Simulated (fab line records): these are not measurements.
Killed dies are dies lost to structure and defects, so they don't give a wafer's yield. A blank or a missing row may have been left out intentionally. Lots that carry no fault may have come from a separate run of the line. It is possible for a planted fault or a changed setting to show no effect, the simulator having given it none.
Matching of chambers	flow n5_finfet	N5_ILD0_CMP_03 on cmp-04: 4 sister chambers
The step polishes, stops on SiNx, t overpolish 1.9 s, target thk 197.38 nm. 8 wafers are shown with their chamber, then 8 later ones without.

## WAFERS PAIRED WITH THEIR CHAMBERS
wafer	chamber	motor_current_A (A)	time_to_endpoint_s (s)
L666.5	1	12.7	68
L668.6	2	13.1	69
L669.1	0	10.4	64
L669.2	2	13.4	62
L672.2	1	12.1	69
L672.3	0	10.7	73
L672.6	3	13.1	71
L682.2	3	13.3	71

## WAFERS WITH NO CHAMBER GIVEN
wafer	motor_current_A (A)	time_to_endpoint_s (s)
L682.4	10.6	72
L682.6	10.5	72
L685.1	10.9	69
L685.2	11.7	72
L685.6	13.5	73
L686.2	12.8	72
L686.3	12.0	76
L686.5	13.5	78

## WHICH CHAMBER EACH ONE RAN IN
wafer	from the rows above	in truth
L682.4	0	0
L682.6	0	0
L685.1	0	0
L685.2	can't be placed: 1 or 0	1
L685.6	can't be placed: 3 or 2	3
L686.2	can't be placed: 3 or 1 or 2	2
L686.3	1	1
L686.5	can't be placed: 3 or 2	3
4 of 8 placed correctly. These rows do not allow placing 4 (true chamber among the candidates in 4). Wrongly placed: 0.
How it was worked out, from the rows above alone: a wafer's distance from a chamber is the root of the sum, over the readings, of the square of ((its reading less the chamber's mean) divided by the reading's scatter). The wafer belongs to the nearest chamber; if the next one is less than 2 further off, it can't be placed. The mean given for a chamber averages the wafers shown for that chamber. The scatter: take each reading less its chamber's mean, square it, sum over the shown wafers, divide by the number of wafers less the number of chambers, and take the root.
